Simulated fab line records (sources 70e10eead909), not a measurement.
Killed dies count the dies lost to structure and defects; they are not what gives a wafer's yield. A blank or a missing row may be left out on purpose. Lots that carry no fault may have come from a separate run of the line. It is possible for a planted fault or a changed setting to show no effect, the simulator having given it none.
Struck lot and sound lot, side by side / flow nandHarc / 36 steps out of a route of 1302
Sound: the wafers L814.2, L814.4, L814.5. Struck: wafer L822.2. (L822.1, L822.3 of the same lot were not struck and are left out.) The cause comes at the end.
For every step that has rows: the tool of each side, followed by ch and its chambers, followed by its first start. Under that, the readings that differ: sound wafers / struck wafers / difference of the means / sigmas: that difference in standard deviations of wafers without a fault.
alike: words and numbers the same on both sides, and readings whose means are apart by under 2 such deviations; not compared: readings that were withheld, readings missing a value for some wafer, numbers with overlapping values and no deviation given by the record, and bounds like >300 which may hide the same value.
A row with sigmas, a row that says differs or no value, or rows on one side alone: a step with any of these is where the two part. Numbers that don't overlap but have no deviation are shown without sigmas and don't part them. A reading missing from all wafers of one side parts the sides only when that side holds two or more wafers.

first, 2 steps without rows for these wafers: NHARC_A_SLIT_PRECLEAN_19 (cleans in SC1); NHARC_A_SLIT_SRD_20.
NHARC_A_SLIT_CD_MEAS_21:
  struck on cdSem-03, day 26 00:52; sound on cdSem-02, day 22 22:05
reading=cdNm (nm); sound=291.6 290.2 291.4; struck=288.3; difference=-2.8; sigmas=-3
then, 3 steps without rows for these wafers: NHARC_A_SIN_REMOVE_WET_00 (chemistry H3PO4, time 15300 s); NHARC_A_SIN_REMOVE_PRECLEAN_01 (cleans in SC1); NHARC_A_SIN_REMOVE_SRD_02.
NHARC_A_SIN_REMOVE_INSPECT_04:
  struck on defectInspect-02, day 26 09:02; sound on defectInspect-02, day 23 04:40
  alike: rawDefectCount
then, 1 step without rows for these wafers: NHARC_A_WL_FILL_ALD_00 (deposits Al2O3, target thk 3 nm, pulse time 3 s, ald cycles 30).
NHARC_A_WL_FILL_RTA_01: time 5 s.
  sound on rtpAnneal-02 ch 0, day 23 05:01; struck on rtpAnneal-01 ch 0, day 26 09:22
reading=lamp_zone_4_pct (%); sound=33.9 33.9 33.9; struck=28.6; difference=-5.3; sigmas=-2
reading=wafer_temp_C_max; sound=1003.8 1003.8 1005.6; struck=1001.9; difference=-2.5; sigmas=-3
  alike: lampPowerPct, lamp_zone_5_pct, lamp_zone_7_pct
then, 1 step without rows for these wafers: NHARC_A_WL_FILL_ALD_02 (deposits TiN, target thk 2 nm, pulse time 3 s, ald cycles 100).
NHARC_A_WL_FILL_CVD_03: deposits W, target thk 40 nm, time 279 s.
  sound on cvdW-02 ch 0,1, day 23 05:39; struck on cvdW-01 ch 1, day 26 10:02
reading=throttleValvePct (%); sound=7.8 7.8 7.8; struck=8.6; difference=+0.8; sigmas=+2
  alike: heaterPowerW
then, 7 steps without rows for these wafers: NHARC_A_WL_FILL_ETCHBACK_04 (etches the open film in NF3, target depth 60 nm, time 120 s); NHARC_A_WL_FILL_ETCHBACK_05 (etches the open film in Cl2/BCl3, target depth 22 nm, time 60 s); NHARC_A_WL_FILL_STRIP_27 (strips in N2/H2, time 20 s); NHARC_A_WL_FILL_STRIP_28 (strips in post etch residue remover, time 1200 s); NHARC_A_WL_FILL_PRECLEAN_06 (cleans in DIW, time 300 s); NHARC_A_WL_FILL_SRD_07; NHARC_A_WL_FILL_ANNEAL_08 (time 1800 s).
NHARC_A_WL_FILL_ALD_10: deposits SiO2, target thk 50 nm, pulse time 10 s, ald cycles 500.
  sound on aldHk-02 ch 0,1, day 23 14:10; struck on aldHk-02 ch 3, day 26 18:42
  alike: heaterPowerW, precursorPulseHeightRel
then, 1 step without rows for these wafers: NHARC_A_WL_FILL_ETCHBACK_16 (etches the open film in C4F8/O2/Ar, target depth 120 nm, time 24 s).
NHARC_A_WL_FILL_STRIP_29: strips in O2, time 20 s.
  sound on rieDiel-03 ch 1,2, day 23 18:25; struck on rieDiel-07 ch 0, day 26 21:54
  alike: drypumpMotorCurrentA, oesProductAu, rfVppV, showerheadPlenumPTorr, throttleValvePct
  not compared: rfHoursCounterH
NHARC_A_WL_FILL_ETCHBACK_17: etches the open film in Cl2/BCl3, target depth 4 nm, time 26.7 s.
  sound on rieMetal-01 ch 0,1, day 23 18:32; struck on rieMetal-01 ch 0, day 26 21:59
  alike: drypumpMotorCurrentA, heBacksideLeakSccm, oesProductAu
  not compared: rfHoursCounterH
then, 7 steps without rows for these wafers: NHARC_A_WL_FILL_PRECLEAN_18 (cleans in dHF, time 30 s); NHARC_A_WL_FILL_SRD_21; NHARC_A_WL_FILL_CVD_23 (deposits poly-Si, target thk 40 nm, time 800 s); NHARC_A_WL_FILL_ETCHBACK_26 (etches the open film in HBr, target depth 52 nm, time 13.3 s); NHARC_A_WL_FILL_PRECLEAN_30 (cleans in dHF, time 10 s); NHARC_A_WL_FILL_SRD_14; NHARC_A_WL_FILL_ALD_19 (deposits TiN, target thk 2 nm, pulse time 3 s, ald cycles 100).
NHARC_A_WL_FILL_CVD_20: deposits W, target thk 100 nm, time 74 s.
  sound on cvdW-02 ch 0,1; struck on cvdW-01 ch 0
reading=heaterPowerW (W); sound=872 879 844; struck=958; difference=+93; sigmas=+2
  alike: throttleValvePct
then, 2 steps without rows for these wafers: NHARC_A_WL_FILL_CMP_12 (polishes, t overpolish 30 s, target thk 100 nm); NHARC_A_WL_FILL_SRD_31.
NHARC_A_WL_FILL_INSPECT_15:
  struck on defectInspect-01, day 27 04:33; sound on defectInspect-02, day 24 00:53
  alike: rawDefectCount
then, 2 steps without rows for these wafers: NHARC_A_CONTACT_DEP_24 (deposits SiO2, target thk 500 nm); NHARC_A_CONTACT_DEP_28 (deposits aC, target thk 7000 nm).
-- jump in the record: it breaks off in module A_CONTACT and resumes in module END (first step shown: number 1302 of the route), and 3 days separate the struck wafers' starts before and after --
NHARC_END_SORT_01:
  here the record holds rows for the struck wafers (prober-01 ch 0, day 30 11:01) but none for the sound ones

== WHERE THEY PART ==
Earliest at NHARC_A_SLIT_CD_MEAS_21; latest, in this record, at NHARC_END_SORT_01.

WHY: what had been put in by the simulator
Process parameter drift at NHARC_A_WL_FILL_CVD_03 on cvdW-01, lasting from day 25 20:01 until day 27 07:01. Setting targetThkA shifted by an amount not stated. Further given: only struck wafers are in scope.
